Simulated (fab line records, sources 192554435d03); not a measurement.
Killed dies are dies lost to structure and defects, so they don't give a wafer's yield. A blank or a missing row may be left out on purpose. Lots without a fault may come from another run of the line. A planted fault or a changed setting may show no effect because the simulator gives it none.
Which tool did it? | flow n5_finfet | 9 lots, 27 wafers sampled, at 1 step of a route of 1938

WHAT THE GAUGES READ, wafer by wafer
N5_MOL_CONTACT_COAG_CD_MEAS_84: target cd 25.1 nm.
lot  | measured     | on        | cd_nm (nm)
L755 | day 5 04:56  | cd_sem-03 | 24.88 25.12 25.06
L758 | day 5 18:58  | cd_sem-02 | 25.15 24.99 25.14
L765 | day 7 08:50  | cd_sem-03 | 25.22 25.22 24.84
L767 | day 8 00:51  | cd_sem-02 | 25.05 25.18 25.27
L768 | day 8 05:32  | cd_sem-03 | 24.74 25.31 25.23
L769 | day 8 13:00  | cd_sem-02 | 24.83 24.94 25.04
L773 | day 10 04:55 | cd_sem-02 | 25.48 24.83 24.77
L775 | day 10 07:23 | cd_sem-02 | 24.94 24.92 25.51
L776 | day 10 11:12 | cd_sem-03 | 25.24 25.06 25.43

WHICH TOOL RAN EACH LOT (tool, then ch and the chambers of the sampled wafers, then the start)
The record holds no process step before these readings.

THE ANSWER, worked out from the rows above alone
Rule: what is usual is taken from the lots themselves. Put in order of their means at a reading, lots are off if they are a third of the lots or fewer, leave a main group of 4 or more, and stand apart from it by a gap of 3 or more times the standard deviation of the main group's means; of several such gaps the widest counts. A main group whose means are all the same, to the digits that the tables above print for the reading, isn't used. A lot without any number at a reading at which 4 lots or more have one is off too. The other lots that the step has rows for count as sound.
No lot is off at any reading shown: from this, nothing can be told.

WHAT THE SIMULATOR HAD PUT IN
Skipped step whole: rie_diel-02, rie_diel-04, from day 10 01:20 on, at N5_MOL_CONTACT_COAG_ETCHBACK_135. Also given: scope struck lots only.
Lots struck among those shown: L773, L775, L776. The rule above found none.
